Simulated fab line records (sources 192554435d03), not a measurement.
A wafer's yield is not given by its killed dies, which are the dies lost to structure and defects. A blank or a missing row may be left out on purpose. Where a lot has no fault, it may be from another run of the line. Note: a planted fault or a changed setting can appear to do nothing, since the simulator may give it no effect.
2 desks, one fault	flow n5 finfet	every desk sees just its own numbers, and what lay behind them comes last

AT THE TOOL OWNER'S DESK: litho track-02
The tool's own readings at N5_BEOL_M7_COAT_05 (resist thk 90 nm): means of the sampled wafers that have a number, for each lot that ran on this tool. If a lot's mean is further than 4 standard deviations from the usual mean, the lot is out of limits and carries the mark OUT (the distance appears in the brackets).
Columns: A = dispense pressure kPa at N5_BEOL_M7_COAT_05, usual 51 kPa; B = spin speed rpm at N5_BEOL_M7_COAT_05, usual 1500.1 rpm
lot	first seen here	A	B
L185	day 9 19:55	56	1499.5
L194	day 12 15:08	56	1405.0 (-99 or more) OUT
L195	day 12 16:03	56	1404.3 (-99 or more) OUT
This desk finds L194, L195 out of limits, L194 being first, at day 12 15:08 (spin speed rpm at N5_BEOL_M7_COAT_05). L185: within limits.

METROLOGY DESK
Lot by lot, what the gauges showed, no matter which tool ran the lot: averages of those sampled wafers that carry a number. If a lot's mean is further than 4 standard deviations from the usual mean, the lot is out of limits and carries the mark OUT (the distance appears in the brackets).
Columns: A = cd nm at N5_BEOL_M7_CD_MEAS_11, usual 38.6 nm
lot	first seen here	A
L181	day 9 00:49	38.3
L183	day 9 05:52	38.3
L184	day 9 13:57	38.6
L185	day 9 20:17	38.1
L186	day 10 12:11	39.2
L194	day 12 15:30	38.6
L195	day 12 16:25	38.2
L199	day 12 21:40	38.5
L196	day 12 22:37	38.7
L198	day 13 00:26	39.0
L203	day 14 20:33	38.1
L202	day 15 00:52	38.4
Result from this desk: across the 12 lots, nothing is out of limits.

TAKEN TOGETHER
An alarm could have come from the tool owner's desk at day 12 15:08, on L194, L195.
At the metrology desk, nothing out of limits was observed.
The metrology desk has L194, L195 on record, within its limits.
Of the lots named, all ran N5_BEOL_M7_COAT_05 on litho track-02.

WHAT THE SIMULATOR HAD INSERTED
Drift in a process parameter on litho track-02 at N5_BEOL_M7_COAT_05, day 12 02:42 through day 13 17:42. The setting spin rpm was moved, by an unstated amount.
Shown lots that were struck: L194, L195.
Hours from the fault's start to each desk's first reading out of limits: the tool owner's desk, 12.
